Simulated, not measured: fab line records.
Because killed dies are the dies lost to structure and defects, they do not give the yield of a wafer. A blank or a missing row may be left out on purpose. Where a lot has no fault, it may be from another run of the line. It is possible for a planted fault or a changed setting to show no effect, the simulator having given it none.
Which tool is to blame? / flow nandHarc / Sampling: 6 lots, 18 wafers, 4 of 1159 route steps

WHAT EACH GAUGE READ, for each wafer
NHARC_END_SORT_01.
lot=L149; measured=day 24 11:57; on=prober-01; killedAtOther=2
lot=L151; measured=day 24 15:47; on=prober-01; killedAtOther=0 0 0

TOOL THAT RAN EACH LOT (tool first, then ch and the chambers of the sampled wafers, then the start)
lot=L139; NHARC_P_M0_STRIP_18=rieDiel-09 ch 0,1,2, day 6 11:20; NHARC_P_M0_ANNEAL_30=rtpAnneal-02 ch 0, day 6 12:34; NHARC_P_M1_DEP_00=pecvd-03 ch 1,2, day 6 13:58
lot=L143; NHARC_P_M0_STRIP_18=rieDiel-10 ch 1,2,3, day 7 11:56; NHARC_P_M0_ANNEAL_30=rtpAnneal-02 ch 0, day 7 13:26; NHARC_P_M1_DEP_00=pecvd-03 ch 1,2, day 7 15:02
lot=L145; NHARC_P_M0_STRIP_18=rieDiel-10 ch 0,1,3, day 8 01:02; NHARC_P_M0_ANNEAL_30=rtpAnneal-02 ch 0, day 8 02:21; NHARC_P_M1_DEP_00=pecvd-03 ch 0,2, day 8 03:47
lot=L149; NHARC_P_M0_STRIP_18=rieDiel-10 ch 1,2, day 8 21:59; NHARC_P_M0_ANNEAL_30=rtpAnneal-01 ch 0, day 8 23:17; NHARC_P_M1_DEP_00=pecvd-04 ch 0,1, day 9 00:42
lot=L151; NHARC_P_M0_STRIP_18=rieDiel-10 ch 0,1,2, day 9 13:19; NHARC_P_M0_ANNEAL_30=rtpAnneal-02 ch 0, day 9 14:46; NHARC_P_M1_DEP_00=pecvd-02 ch 0,2, day 9 16:29
lot=L159; NHARC_P_M0_STRIP_18=rieDiel-02 ch 0,1,2, day 11 19:49; NHARC_P_M0_ANNEAL_30=rtpAnneal-02 ch 0, day 11 21:10; NHARC_P_M1_DEP_00=pecvd-04 ch 0,2, day 11 22:35
- NHARC_P_M0_STRIP_18: strips in N2/H2.
- NHARC_P_M0_ANNEAL_30: time 90 s.
- NHARC_P_M1_DEP_00: deposits SiOC, target thk 182.5 nm.

THE ANSWER, worked out from the rows above alone
Rule: the lots themselves supply what counts as usual. Put in order of their means at a reading, lots are off if they are a third of the lots or fewer, leave a main group of 4 or more, and stand apart from it by a gap of 3 or more times the standard deviation of the main group's means; of several such gaps the widest counts. The tables above print the reading to a certain number of digits; a main group whose means all agree to those digits is not used. A lot without any number at a reading at which 4 lots or more have one is off too. Any other lot the step has rows for is counted as sound.
Across all readings shown, no lot is off: no conclusion can be drawn from this.

WHAT THE SIMULATOR PUT IN
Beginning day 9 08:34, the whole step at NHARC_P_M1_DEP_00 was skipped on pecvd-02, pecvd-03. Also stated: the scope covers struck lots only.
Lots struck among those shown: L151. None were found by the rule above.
